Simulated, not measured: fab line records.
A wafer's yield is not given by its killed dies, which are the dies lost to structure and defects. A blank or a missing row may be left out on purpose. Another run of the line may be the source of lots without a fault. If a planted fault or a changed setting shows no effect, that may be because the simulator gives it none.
Struck lot and sound lot, side by side -- flow n5Finfet -- 24 steps out of a route of 1938
Sound: these wafers, L246.3, L246.4, L246.6. Wafers struck: L250.1, L250.5, L250.6. The cause comes at the end.
For every step that has rows: the tool of each side, followed by ch and its chambers, followed by its first start. Under that, the readings that differ: sound wafers -- struck wafers -- difference of the means -- sigmas: that difference in standard deviations of wafers without a fault.
alike: same words and numbers on both sides, and readings whose means sit less than 2 such deviations apart. not compared: any withheld reading, any reading some wafer has no value for, any bound like >300 that may hide the same value, and any number with overlapping values for which the record gives no deviation.
The two part at a step that has a row with sigmas, a row that says differs or no value, or rows on one side only. Non-overlapping numbers with no deviation appear without sigmas and do not part them. A reading missing from all wafers of one side parts the sides only when that side holds two or more wafers.

N5_BEOL_M0_SAQP_ETCH_88: etches underlayer in N2/H2, target depth 6.5 nm, time 5.2 s.
  sound on rieDiel-04 ch 1,2, day 6 10:59; struck on rieDiel-02 ch 0,1, day 7 12:55
reading,sound,struck,difference,sigmas
rfVppV (V),525.0 526.8 525.9,517.6 519.1 523.6,-5.8,-2
showerheadPlenumPTorr (Torr),2.50 2.66 2.66,2.35 2.35 2.55,-0.19,-2
  alike: drypumpMotorCurrentA, etchRfOnTimeS, oesProductAu, throttleValvePct
  not compared: rfHoursCounterH
then, 1 step without rows for these wafers: N5_BEOL_M0_SAQP_ETCH_73 (etches SiARC in CF4, target depth 19.5 nm, time 32.5 s).
N5_BEOL_M0_SAQP_CUT_ETCH_46: etches SOC in N2/H2, target depth 135 nm, overetch 27 nm, time 202.5 s.
  sound on rieDiel-04 ch 1,2, day 6 11:02; struck on rieDiel-02 ch 0,1, day 7 12:58
reading,sound,struck,difference,sigmas
showerheadPlenumPTorr (Torr),2.50 2.66 2.66,2.35 2.35 2.55,-0.19,-2
  alike: drypumpMotorCurrentA, rfVppV, throttleValvePct
  not compared: rfHoursCounterH
then, 2 steps without rows for these wafers: N5_BEOL_M0_SAQP_STRIP_74 (strips in N2/H2); N5_BEOL_M0_SAQP_STRIP_89 (strips in N2/H2).
N5_BEOL_M0_SAQP_ALD_48: deposits SiO2, target thk 20 nm, pulse time 1 s, co reactant pulse time 1 s.
  sound on aldSin-03 ch 0,3, day 6 11:14; struck on aldSin-02 ch 2,3, day 7 13:36
reading,sound,struck,difference,sigmas
heaterPowerW (W),83 88 84,71 77 69,-13,-2
  alike: precursorPulseHeightRel
N5_BEOL_M0_SAQP_ETCH_49: etches SiO2 in CF4/O2, target depth 37 nm.
  sound on rieDiel-03 ch 1,2, day 6 11:46; struck on rieDiel-02 ch 0,1,3, day 7 14:13
  alike: drypumpMotorCurrentA, oesProductAu, rfVppV, showerheadPlenumPTorr, throttleValvePct
  not compared: rfHoursCounterH
N5_BEOL_M0_SAQP_STRIP_75: strips in CF4.
  sound on rieDiel-03 ch 1,2, day 6 11:52; struck on rieDiel-02 ch 0,1,3, day 7 14:19
  alike: drypumpMotorCurrentA, oesProductAu, rfVppV, showerheadPlenumPTorr, throttleValvePct
  not compared: rfHoursCounterH
then, 4 steps without rows for these wafers: N5_BEOL_M0_CUTY_COAT_50 (time 60 s, resist thk 15 nm); N5_BEOL_M0_CUTY_COAT_51 (resist thk 150 nm); N5_BEOL_M0_CUTY_EBR_52; N5_BEOL_M0_CUTY_SOFTBAKE_53 (time 60 s).
N5_BEOL_M0_CUTY_EXPOSE_54: exposes mask M0 ABLK.
  sound on arfiScanner-02 ch 0, day 6 12:08; struck on arfiScanner-02 ch 0, day 7 14:28
reading,sound,struck,difference,sigmas
exposureDoseMJCm2,36.02 36.03 36.00,34.08 34.18 34.13,-1.89,-51
  alike: mask
then, 2 steps without rows for these wafers: N5_BEOL_M0_CUTY_PEB_55 (peb time 60 s); N5_BEOL_M0_CUTY_DEVELOP_56 (develop time 30 s).
N5_BEOL_M0_CUTY_CD_MEAS_57 targets a cd of 200 nm.
  sound on cdSem-02 ch 0, day 6 12:16; struck on cdSem-01 ch 0, day 7 14:35
reading,sound,struck,difference,sigmas
cdNm (nm),200.1 199.6 199.4,202.8 203.0 202.5,+3.1,+4
N5_BEOL_M0_CUTY_OVL_MEAS_58:
  sound on overlay-02 ch 0, day 6 12:17; struck on overlay-01 ch 0, day 7 14:37
  alike: M0_ABLK_OVL
N5_BEOL_M0_CUTY_INSPECT_59: inspects for defects (macro).
  sound on defectInspect-01 at day 6 12:19; struck on defectInspect-02 at day 7 14:38
  alike: rawDefectCount
then, 2 steps without rows for these wafers: N5_BEOL_M0_CUTY_DESCUM_61 (chemistry O2, time 7.9 s); N5_BEOL_M0_CUTY_ETCH_62 (etches SiARC in CF4, time 58.5 s).
N5_BEOL_M0_CUTY_ETCH_63: etches SOC in N2/H2, target depth 82.7 nm, overetch 16.5 nm, time 124 s.
  sound on rieDiel-06 ch 0,1,2, day 6 12:42; struck on rieDiel-05 ch 0,1,2, day 7 14:46
reading,sound,struck,difference,sigmas
model.BEOL_M0_CUTY.cdOffsetNm (nm),-0.2 -0.8 -1,2.8 2.8 2.4,+3.3,
  alike: drypumpMotorCurrentA, oesProductAu, rfVppV, showerheadPlenumPTorr, throttleValvePct
  not compared: rfHoursCounterH
then, 1 step without rows for these wafers: N5_BEOL_M0_CUTY_STRIP_64 (strips in N2/H2).
-- a jump in the record: the struck wafers' starts before and after are 2 days apart (it breaks off in module BEOL_M0_CUTY and resumes in module BEOL_M4, where the first step shown is number 1111 of the route) --
N5_BEOL_M4_RC_MEAS_101:
  sound on prober-02 ch 0, day 8 13:30; struck on prober-02 ch 0, day 9 17:40
  alike: DIBL_N, DIBL_P, IOFF_N, IOFF_P, ION_N, ION_P, SS_N, SS_P, VT_N, VT_P
next, for these wafers, 1 step has no rows: N5_PASSIVATION_PROBE_49.

## WHERE THEY PART
Last at N5_BEOL_M0_CUTY_CD_MEAS_57 as far as this record goes, first at N5_BEOL_M0_SAQP_ETCH_88. Later steps at which nothing parts them and some readings are alike: N5_BEOL_M0_CUTY_OVL_MEAS_58, N5_BEOL_M0_CUTY_INSPECT_59, N5_BEOL_M0_CUTY_ETCH_63, N5_BEOL_M4_RC_MEAS_101.

WHY: what had been put in by the simulator
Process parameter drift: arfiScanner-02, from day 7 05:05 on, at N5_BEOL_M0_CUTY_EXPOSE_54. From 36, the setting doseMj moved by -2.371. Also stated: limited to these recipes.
